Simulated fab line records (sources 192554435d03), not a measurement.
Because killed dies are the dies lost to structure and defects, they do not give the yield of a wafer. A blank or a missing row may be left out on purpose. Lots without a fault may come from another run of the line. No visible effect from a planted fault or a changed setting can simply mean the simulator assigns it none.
8D (eight disciplines) problem report, filled in by code | flow n5_finfet | the parts of the form that need people (team, actions taken, sign-off) are left out

== 1. THE PROBLEM ==
At N5_BEOL_M7_COAT_64, spin_speed_rpm averages 1543.5 rpm over 6 wafers from 2 lots, while fault-free wafers read 1500.1 rpm, standard deviation 0.98. That puts it +44 standard deviations away from the usual mean.
The step: time 60 s, resist thk 12 nm.
First seen on wafer L687.1, day 16 23:34, on litho_track-02. Wafers with a number at this step in the record: 30, from 10 lots. By rule, "out" or "out of limits" means more than 4 standard deviations away from the usual mean. The rest of the wafers with a number are treated as sound.

== 2. WHAT IT IS, AND WHAT IT ISN'T ==
question                    | is                     | is not
which readings at this step | spin_speed_rpm         | -
which lots                  | L687, L691             | L680, L681, L682, L683, L684, L685, L686, L697
which wafers of those lots  | all that have a number | -
read on which tools         | litho_track-02         | litho_track-04, litho_track-05
when                        | from day 16 23:34      | up to then (21 sound wafers); but 3 sound wafers of L697 came after

== 3. THE SUSPECTS, EACH WITH WHAT RULES IT OUT ==
Counting: a tool at any process step up to the reading remains a suspect when it ran all the lots that are out and ran no sound lot after the first of those.
- litho_track-02 at N5_BEOL_M7_COAT_64 (time 60 s, resist thk 12 nm): kept. Every lot that is out went through it, starting with L687 (day 16 23:34), and after that it ran no sound lot; the last sound lot it ran before then is L685 (day 15 16:56). On those wafers its own readings are out: spin_speed_rpm.
After counting, what remains is litho_track-02 at N5_BEOL_M7_COAT_64.

== 4. THE CAUSE (what the simulator had put in) ==
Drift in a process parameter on litho_track-02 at N5_BEOL_M7_COAT_64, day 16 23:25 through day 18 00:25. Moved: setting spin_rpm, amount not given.
After counting, this tool was the only one left.

== 5. SEQUENCE OF EFFECTS, ordered by route ==
Each row: a reading where the mean over the struck wafers with a number is more than 3 standard deviations away from the usual. Scope: only readings with a usual standard deviation given in the record; hours: median across lots of the time from each lot's start at the first step in this table that gives one to its start at this step; sigmas: change in usual standard deviations.
hours | step               | reading        | usual      | on struck wafers | change | sigmas
0     | N5_BEOL_M7_COAT_64 | spin_speed_rpm | 1500.1 rpm | 1543.5           | +43.4  | +44
Process steps it contains:
- N5_BEOL_M7_COAT_64: time 60 s, resist thk 12 nm.

== 6. WHAT WOULD HAVE CAUGHT IT SOONER ==
In this record the first reading out of limits was taken at day 16 23:34, 0 hours after the fault began at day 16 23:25.
